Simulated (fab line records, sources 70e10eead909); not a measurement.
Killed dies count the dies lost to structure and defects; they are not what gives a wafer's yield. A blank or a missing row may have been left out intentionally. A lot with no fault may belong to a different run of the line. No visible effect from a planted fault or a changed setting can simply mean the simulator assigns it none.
Matching of chambers ; flow nand_harc ; rie_diel-10 running NHARC_A_STAIRCASE_STRIP_476: 4 sister chambers
The step strips in O2, time 20 s. 4 wafers are shown with their chamber, then 12 later ones without.

## WAFERS PAIRED WITH THEIR CHAMBERS
wafer;chamber;drypump_motor_current_A (A)
L082.3;0;5.61
L088.1;3;6.04
L088.3;1;5.58
L088.6;2;5.36

## WAFERS WITH NO CHAMBER GIVEN
wafer;drypump_motor_current_A (A)
L089.1;5.61
L089.2;5.56
L089.3;5.30
L089.4;6.04
L089.5;5.54
L089.6;5.60
L087.1;6.06
L087.3;5.31
L087.5;5.59
L096.1;6.05
L096.4;5.55
L096.6;5.52

## CHAMBER TAKEN BY EACH
wafer;from the rows above;in truth
L089.1;can't be placed: 0 or 1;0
L089.2;can't be placed: 1 or 0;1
L089.3;2;2
L089.4;3;3
L089.5;can't be placed: 1 or 0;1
L089.6;can't be placed: 0 or 1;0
L087.1;3;3
L087.3;2;2
L087.5;can't be placed: 1 or 0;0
L096.1;3;3
L096.4;can't be placed: 1 or 0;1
L096.6;can't be placed: 1 or 0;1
Placed correctly: 5 of 12. Unplaceable from these rows: 7, with the true chamber sitting among the candidates in 7. Wrongly placed: 0.
How it was worked out, from the rows above alone: a wafer's distance from a chamber is the root of the sum, over the readings, of the square of ((its reading less the chamber's mean) divided by the reading's scatter). The wafer belongs to the nearest chamber; if the next one is less than 2 further off, it can't be placed. Each chamber's mean is taken over the wafers shown for it. The scatter (one wafer shown for each chamber): square how far every hidden wafer sits from the nearest shown wafer, average those squares and take the square root.
